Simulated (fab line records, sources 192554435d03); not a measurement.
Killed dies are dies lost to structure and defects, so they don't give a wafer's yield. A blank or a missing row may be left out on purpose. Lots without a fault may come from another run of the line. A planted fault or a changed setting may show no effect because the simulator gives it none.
Chamber matching | flow n5_finfet | N5_BEOL_M0_CO_CAP_123 on cvd_co-02: 3 sister chambers
The step material Co, precursor CCTBA/H2, target thk 2 nm, time 102.1 s. 6 wafers are shown with their chamber, then 12 later ones without.

WAFERS WITH THEIR CHAMBER
wafer  | chamber | heater_power_w (W) | heater_power_outer_w (W)
L086.2 | 1       | 229                | 115
L086.3 | 0       | 232                | 116
L086.6 | 2       | 272                | 128
L089.2 | 1       | 244                | 112
L089.3 | 2       | 264                | 128
L089.6 | 0       | 234                | 117

WAFERS WITHOUT THEIR CHAMBER
wafer  | heater_power_w (W) | heater_power_outer_w (W)
L090.2 | 266                | 127
L090.3 | 232                | 113
L090.5 | 239                | 112
L091.1 | 269                | 130
L091.4 | 233                | 111
L091.5 | 266                | 130
L092.1 | 264                | 129
L092.2 | 224                | 115
L092.3 | 234                | 112
L093.3 | 234                | 118
L093.5 | 268                | 126
L093.6 | 231                | 116

WHICH CHAMBER EACH WENT THROUGH
wafer  | from the rows above     | in truth
L090.2 | 2                       | 2
L090.3 | can't be placed: 1 or 0 | 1
L090.5 | 1                       | 1
L091.1 | 2                       | 2
L091.4 | 1                       | 1
L091.5 | 2                       | 2
L092.1 | 2                       | 2
L092.2 | can't be placed: 0 or 1 | 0
L092.3 | 1                       | 1
L093.3 | 0                       | 0
L093.5 | 2                       | 2
L093.6 | can't be placed: 0 or 1 | 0
Placed correctly: 9 of 12. Can't be placed from these rows: 3 (the true chamber is among the candidates in 3). Placed wrongly: 0.
How it was worked out, from the rows above alone: a wafer's distance from a chamber is the root of the sum, over the readings, of the square of ((its reading less the chamber's mean) divided by the reading's scatter). The wafer belongs to the nearest chamber; if the next one is less than 2 further off, it can't be placed. A chamber's mean is the mean of its shown wafers. The scatter: the root of (the sum of the squares of (reading less its chamber's mean) over the shown wafers, divided by (wafers less chambers)).
